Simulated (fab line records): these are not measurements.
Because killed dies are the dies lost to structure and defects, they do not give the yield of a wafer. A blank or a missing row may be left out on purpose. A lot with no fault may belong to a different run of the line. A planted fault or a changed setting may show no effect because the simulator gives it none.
A lot that was struck, set against a sound lot	flow nandHarc	13 out of 1159 route steps
Sound: wafers L760.2, L760.4, L760.6. The struck wafers were L761.2, L761.3, L761.4. The cause is given at the end.
At each step with rows: each side's tool, then ch and its chambers, then its first start. Under that, the readings that differ: sound wafers	struck wafers	difference of the means	sigmas: that difference in standard deviations of wafers without a fault.
alike: readings whose means differ by less than 2 such deviations, and words and numbers that are the same on both sides. not compared: withheld readings, readings that some wafer has no value for, bounds like >300 that may hide the same value, and numbers for which the record gives no deviation and whose values overlap.
The two part at a step that has a row with sigmas, a row that says differs or no value, or rows on one side only. Numbers that don't overlap but have no deviation are shown without sigmas and don't part them. A reading that every wafer of one side lacks parts them only if that side has two wafers or more.

NHARC_P_CONTACT_CVD_23: deposits W, target thk 200 nm, time 557 s.
  sound: cvdW-02 ch 0,1; struck: cvdW-02 ch 0,1
  alike: heaterPowerW, throttleValvePct
NHARC_P_CONTACT_CMP_24: polishes, t overpolish 30 s, target thk 200 nm.
  sound on cmp-04 ch 0,2,3, day 9 23:41; struck on cmp-03 ch 0,1,3, day 9 22:42
  alike: motorCurrentA, overpolishRunS, timeToEndpointS
then, 1 step without rows for these wafers: NHARC_P_CONTACT_SRD_26.
NHARC_P_CONTACT_INSPECT_27:
  sound on defectInspect-01, day 10 00:02; struck on defectInspect-01, day 9 23:06
  alike: rawDefectCount
then, 7 steps without rows for these wafers: NHARC_P_M0_DEP_00 (deposits SiOC, target thk 150 nm); NHARC_P_M0_DEHYDRATE_01 (time 120 s); NHARC_P_M0_HMDS_02 (time 30 s); NHARC_P_M0_COAT_33 (time 65 s); NHARC_P_M0_COAT_03 (resist thk 90 nm); NHARC_P_M0_SOFTBAKE_04 (time 55 s); NHARC_P_M0_EBR_05.
NHARC_P_M0_EXPOSE_06: exposes mask P M0, target cd 90 nm.
  sound on arfiScanner-01 ch 0, day 10 00:48; struck on arfiScanner-02, day 9 23:52
  no value came back on the struck wafers for exposureDoseMJCm2, focusOffsetNm (nm); on the sound wafers exposureDoseMJCm2 reads 81.37 81.27 81.33
  alike: mask
then, 1 step without rows for these wafers: NHARC_P_M0_PEB_07 (peb time 65 s).

WHERE THEY PART
Within this record, at NHARC_P_M0_EXPOSE_06 only.

WHY: what the simulator had put in
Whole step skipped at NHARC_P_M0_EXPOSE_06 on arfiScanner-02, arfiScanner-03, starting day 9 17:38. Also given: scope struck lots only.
